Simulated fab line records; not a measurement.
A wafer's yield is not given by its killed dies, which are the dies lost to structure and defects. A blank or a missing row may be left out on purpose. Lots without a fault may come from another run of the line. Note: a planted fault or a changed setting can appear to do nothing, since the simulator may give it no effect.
fab line records | flow n5Finfet
record lots=11 wafers=29 lastDay=19
route steps=1938 shown HKMG_FIN@458 GATE_CUT@475 BEOL_M4@1111
lots that met no fault: taken from a fault-free run of the same line
startH: hours from the record's first day to the start of the lot's first wafer shown | waitH: how many hours have passed since the lot's step before this one | " same as the row above | L1.1+2: a single row standing in for several wafers | - value missing, or start not given | * or withheld: withheld | < > ~ a bound
route shown NAME@n: names a module that has steps shown in the file, with the first one's number in the route | usual: average and standard deviation across the fault-free wafers | same: alike in all rows | chamber/n: place in a boat | sites: each site's reading | _std_site: standard deviation of those values | _edge_site: mean of outer sites minus mean of inner sites | radiusMm: for every site, how far away it sits from the centre of the wafer | mask NAME#n: copy n | behind: tool/chamber where the wafer was last shaped | hold: reason for holding the lot/hours on hold/outcome of the hold | device: the n, p or np transistor that did not switch | end of line: at the end of the route, the tests of the same wafers | where a step has no rows: the recipe by itself | killed: dies that structure and defects cost at the first sort, which is not the same as the wafer's yield | map: dies across one wafer; x = killed, . = not, _ = none there
set.NAME: the setting that was run; set.NAME@STEP: the one run at that earlier step | model.NAME: the simulator's own value behind a step, which no gauge read
route steps across a sampled set of lots; one table per step, one row per wafer
services: from which hour (startH, from the record's first day; less than 0 if before it) a tool's chamber was out of use, for how many hours, and why
## steps
# step N5_HKMG_FIN_W_FILL_22
# recipe material=W targetThkA=600 tempC=400 pressureTorr=39.4 timeS=18.2
# usual heaterPowerW=913/100 throttleValvePct=19.2/0.71
# columns lot.wafer tool chamber startH waitH heaterPowerW throttleValvePct
L126.2 cvdW-02 1 89.70 0.0 941 18.4
L126.5 " 1 " " 903 18.4
L126.6 " 0 " " 998 19.7
L127.4 cvdW-01 0 98.46 0.0 975 18.6
L127.5 " 0 " " 977 18.8
L127.6 " 1 " " 745 19.8
L128.1 cvdW-01 1 105.11 0.0 749 19.8
L128.3 " 0 " " 954 18.8
L128.6 " 1 " " 731 19.8
L130.1 cvdW-02 0 109.90 0.0 997 19.7
L130.3 " 0 " " 988 19.8
L130.4 " 1 " " 914 18.6
L131.3 cvdW-02 0 113.86 0.0 1014 19.8
L131.4 " 1 " " 952 18.4
L131.5 " 0 " " 993 19.9
L140.3 cvdW-02 0 169.67 0.0 983 20.0
L140.4 " 1 " " 939 18.4
L143.2 cvdW-02 0 187.35 0.0 1005 20.4
L143.4 " 1 " " 931 18.5
L143.6 " 0 " " 1021 20.1
L144.5 cvdW-02 0 192.90 0.0 1018 20.0
L144.6 " 1 " " 939 18.5
L146.1 cvdW-01 0 206.96 0.0 961 18.9
L146.4 " 0 " " 964 18.8
L147.1 cvdW-01 0 211.12 0.0 973 19.2
L147.3 " 1 " " 720 20.0
L147.5 " 1 " " 729 20.0
L148.4 cvdW-02 0 217.43 0.0 984 20.2
L148.5 " 0 " " 1034 20.1
# step N5_HKMG_FIN_CMP_23
# recipe stopOn=SiNx tOverpolishS=10 postCmpClean=rinseOnly downForcePsi=4 platenRpm=50.289 padVelocityMS=1.0006 targetThkNm=46.326
# usual motorCurrentA=12.0/1.1 overpolishRunS=10.001/0.0088 timeToEndpointS=11.8/2.9
# columns lot.wafer tool chamber startH waitH motorCurrentA overpolishRunS timeToEndpointS
L126.2 cmp-01 0 89.81 0.0 12.6 9.999 13.1
L126.6 " 0 " " 12.8 10.002 17.4
L126.5 " 1 " " 11.2 10.009 11.7
L127.4 cmp-01 0 98.71 0.2 13.1 10.015 15.5
L127.5 " 2 " " 12.6 9.999 15.0
L127.6 " 3 " " 11.9 9.987 12.8
L128.3 cmp-04 0 105.30 0.1 13.5 10.003 9.9
L128.1 " 1 " " 13.4 10.003 14.6
L128.6 " 3 " " 11.7 10.007 4.3
L130.3 cmp-04 3 110.01 0.0 11.1 10.011 2.7
L130.4 " 0 " " 12.6 10.014 6.5
L130.1 " 2 " " 12.2 10.001 6.9
L131.4 cmp-02 1 114.04 0.1 11.5 10.011 10.6
L131.3 " 3 " " 11.6 9.988 10.1
L131.5 " 0 " " 11.4 9.996 14.9
L140.4 cmp-01 0 169.91 0.2 12.7 10.012 15.0
L140.3 " 2 " " 12.9 10.008 15.4
L143.2 cmp-02 1 187.47 0.0 11.0 10.024 9.6
L143.4 " 2 " " 9.3 9.989 14.1
L143.6 " 2 " " 9.2 10.006 14.7
L144.5 cmp-01 3 193.31 0.3 11.3 9.986 12.7
L144.6 " 0 " " 13.2 10.006 14.2
L146.1 cmp-01 2 207.07 0.0 12.4 10.006 14.1
L146.4 " 0 " " 13.4 10.002 14.4
L147.1 cmp-01 3 211.31 0.1 11.0 10.013 9.4
L147.3 " 0 " " 13.0 10.003 12.0
L147.5 " 2 " " 12.6 10.017 12.1
L148.4 cmp-02 3 217.53 0.0 11.0 10.005 5.9
L148.5 " 0 " " 12.1 9.994 9.8
# step N5_GATE_CUT_CMP_02
# recipe stopOn=SiO2 tOverpolishS=12.7 postCmpClean=alkalineBrush downForcePsi=2.5 platenRpm=51.8 padVelocityMS=1.0307 targetThkNm=0
# usual motorCurrentA=8.7/0.87 overpolishRunS=12.701/0.0089 timeToEndpointS=25/3.5
# columns lot.wafer tool chamber startH waitH motorCurrentA overpolishRunS timeToEndpointS
L126.2 cmp-03 3 93.71 0.2 8.0 12.709 25
L126.5 " 0 " " 8.3 12.699 18
L126.6 " 1 " " 10.3 12.684 23
L127.4 cmp-02 3 102.32 0.0 9.4 12.709 21
L127.5 " 3 " " 8.7 12.705 21
L127.6 " 0 " " 8.6 12.707 27
L128.3 cmp-01 0 108.96 0.1 9.9 12.705 29
L128.1 " 2 " " 9.7 12.696 27
L128.6 " 3 " " 8.5 12.704 21
L130.4 cmp-03 1 113.74 0.0 10.1 12.706 26
L130.3 " 2 " " 9.1 12.696 25
L130.1 " 3 " " 8.6 12.709 29
L131.4 cmp-02 1 117.66 0.1 8.4 12.704 25
L131.3 " 2 " " 6.9 12.695 32
L131.5 " 3 " " 8.7 12.709 25
L140.3 cmp-03 3 174.17 0.1 8.5 12.717 27
L140.4 " 2 " " 9.1 12.712 23
L143.4 cmp-02 3 191.30 0.1 8.5 12.710 21
L143.2 " 0 " " 8.5 12.684 26
L143.6 " 2 " " 6.9 12.696 29
L144.6 cmp-01 1 200.50 0.2 8.2 12.706 26
L144.5 " 2 " " 9.7 12.703 29
L146.1 cmp-01 0 210.87 0.1 10.3 12.687 27
L146.4 " 1 " " 8.2 12.707 27
L147.3 cmp-02 2 215.13 0.1 6.8 12.700 31
L147.1 " 3 " " 8.7 12.704 22
L147.5 " 1 " " 8.8 12.707 25
L148.4 cmp-02 0 221.50 0.1 9.2 12.720 24
L148.5 " 3 " " 9.1 12.699 20
# step N5_GATE_CUT_COAT_27
# recipe resist=underlayer tempC=205 timeS=60 spinRpm=1500 resistThkNm=10
# usual exhaustPa=44.9/0.91 heaterPowerTotalW=391.6/1.3 plateTempC=205.02/0.16
# columns lot.wafer tool chamber startH waitH exhaustPa heaterPowerTotalW plateTempC
L126.2 lithoTrack-02 0 94.00 - 44.1 392.7 205.13
L126.5 " 0 " " 44.5 391.7 204.99
L126.6 " 0 " " 45.0 393.5 205.15
L127.4 lithoTrack-02 0 102.73 - 43.4 391.6 205.02
L127.5 " 0 " " 42.7 392.2 205.16
L127.6 " 0 " " 43.0 392.4 205.24
L128.1 lithoTrack-02 0 109.32 - 45.0 394.0 205.28
L128.3 " 0 " " 43.9 391.3 205.18
L128.6 " 0 " " 45.2 391.7 205.10
L130.1 lithoTrack-02 0 114.14 - 44.7 384.7 202.63
L130.3 " 0 " " 45.5 383.9 202.49
L130.4 " 0 " " 44.5 384.1 202.61
L131.3 lithoTrack-02 0 117.99 - 44.1 383.9 202.42
L131.4 " 0 " " 46.1 385.0 202.52
L131.5 " 0 " " 45.1 386.8 202.44
L140.3 lithoTrack-01 0 174.57 - 45.9 393.5 204.94
L140.4 " 0 " " 45.5 390.3 205.43
L143.2 lithoTrack-05 0 191.63 - 44.2 390.8 204.85
L143.4 " 0 " " 44.3 389.6 205.05
L143.6 " 0 " " 45.2 393.4 205.03
L144.5 lithoTrack-02 0 200.76 - 45.0 391.6 204.80
L144.6 " 0 " " 45.3 391.4 204.79
L146.1 lithoTrack-02 0 211.26 - 44.3 393.5 205.13
L146.4 " 0 " " 44.9 390.3 205.00
L147.1 lithoTrack-02 0 215.51 - 44.5 391.2 205.09
L147.3 " 0 " " 44.1 393.0 204.79
L147.5 " 0 " " 45.1 391.0 204.90
L148.4 lithoTrack-01 0 221.86 - 45.5 390.3 205.06
L148.5 " 0 " " 45.7 389.5 204.83
# step N5_BEOL_M4_RC_MEAS_101
# usual DIBL_N=36.5/2.2 DIBL_P=36.9/2.9 IOFF_N=0.17/0.044 IOFF_P=0.22/0.052 ION_N=671/16 ION_P=461/10 SS_N=71.6/0.73 SS_P=73.5/0.79 VT_N=250/4.1 VT_P=-250/4.1
# columns lot.wafer tool chamber startH waitH DIBL_N[mV/V] DIBL_P[mV/V] IOFF_N[nA/um] IOFF_P[nA/um] ION_N[uA/um] ION_P[uA/um] SS_N[mV/dec] SS_P[mV/dec] VT_N[mV] VT_P[mV]
L126.2 prober-02 0 196.53 0.2 35.9 36.2 0.15 0.21 666 459 70.7 73.0 249 -249
L126.5 " 0 " " 36.7 36.3 0.15 0.20 656 453 71.3 73.7 250 -252
L126.6 " 0 " " 35.2 36.0 0.14 0.21 664 461 71.9 73.2 253 -248
L127.4 prober-01 0 203.46 0.5 34.2 34.5 0.11 0.18 655 451 71.1 72.1 258 -254
L127.5 " 0 " " 37.0 38.1 0.16 0.22 655 448 72.2 73.3 250 -252
L127.6 " 0 " " 35.7 37.1 0.13 0.21 668 463 71.2 72.9 252 -251
L128.1 prober-01 0 207.00 0.0 37.2 35.2 0.16 0.19 653 439 72.2 72.8 253 -253
L128.3 " 0 " " 35.6 36.2 0.14 0.22 658 462 71.2 72.7 254 -250
L128.6 " 0 " " 36.1 35.9 0.15 0.22 670 457 71.4 73.2 253 -251
L130.1 prober-02 0 207.74 0.0 36.2 37.7 0.19 0.27 680 476 71.6 73.3 245 -245
L130.3 " 0 " " 35.3 36.1 0.17 0.24 671 462 70.7 73.0 249 -247
L130.4 " 0 " " 36.0 37.1 0.16 0.24 668 467 71.7 74.0 251 -249
L131.3 prober-01 0 213.08 0.3 37.5 38.7 0.20 0.24 692 466 72.0 74.6 246 -251
L131.4 " 0 " " 34.3 35.8 0.14 0.20 654 450 71.6 73.7 253 -252
L131.5 " 0 " " 36.0 36.9 0.16 0.20 671 457 72.1 73.9 251 -249
L140.3 prober-01 0 291.50 0.6 38.2 39.8 0.20 0.25 684 468 72.4 73.7 249 -249
L140.4 " 0 " " 37.5 38.9 0.18 0.24 670 459 72.2 73.6 249 -251
L143.2 prober-01 0 297.22 0.2 32.5 32.7 0.11 0.14 658 455 69.8 71.9 252 -255
L143.4 " 0 " " 40.5 41.8 0.22 0.26 677 461 72.3 75.3 247 -249
L143.6 " 0 " " 35.3 35.7 0.14 0.18 657 453 70.3 73.5 251 -253
L144.5 prober-02 0 297.47 0.6 34.6 34.3 0.13 0.16 652 445 71.5 72.7 253 -253
L144.6 " 0 " " 36.5 37.3 0.18 0.20 669 453 71.7 73.7 245 -250
L147.1 prober-01 0 317.82 0.0 35.3 35.5 0.14 0.18 666 461 70.9 73.1 250 -252
L147.3 " 0 " " 38.1 38.7 0.18 0.23 674 463 71.7 74.3 247 -249
L147.5 " 0 " " 37.8 39.4 0.17 0.25 668 461 71.4 74.4 248 -252
L146.1 prober-02 0 318.22 0.0 38.1 37.4 0.16 0.24 648 447 71.6 74.0 252 -250
L146.4 " 0 " " 36.0 34.1 0.12 0.16 654 448 71.5 72.8 256 -254
L148.4 prober-01 0 340.80 0.5 40.2 42.9 0.23 0.29 669 456 72.3 74.7 248 -247
L148.5 " 0 " " 42.3 44.0 0.28 0.33 702 471 73.4 75.0 242 -243
## services
# columns tool chamber startH hours kind
cmp-04 - 89.26 4.1 pm
cmp-02 - 92.92 8.0 repair
cvdW-02 - 95.18 1.2 repair
cmp-02 - 103.92 0.5 repair
cmp-01 - 131.09 4.0 pm
cvdW-01 - 131.96 6.9 pm
cmp-03 - 151.95 0.4 repair
cmp-02 - 157.98 0.8 repair
cvdW-01 0 170.86 3.5 repair
cmp-03 - 194.07 0.9 repair
cvdW-01 0 213.84 1.6 repair
cmp-01 - 214.31 10.5 pm
cmp-04 - 214.50 2.1 repair
## key
firstSign step=N5_GATE_CUT_COAT_27 reading=plateTempC direction=down sigmas=16 usual=* struck=*
effect step=N5_GATE_CUT_COAT_27 reading=heaterPowerTotalW direction=down sigmas=5.2 usual=* struck=*
metAt N5_GATE_CUT_COAT_27
struckLots L130,L131
notActingAt N5_HKMG_FIN_W_FILL_22,N5_HKMG_FIN_CMP_23,N5_GATE_CUT_CMP_02
onsetBetween 109.32 114.14
fault kind=processParameterDrift tool=lithoTrack-02 chamber=- onsetH=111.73 steps=N5_GATE_CUT_COAT_27 channel=tempC offset=* shape=step endH=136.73 actsIn=* stated=*
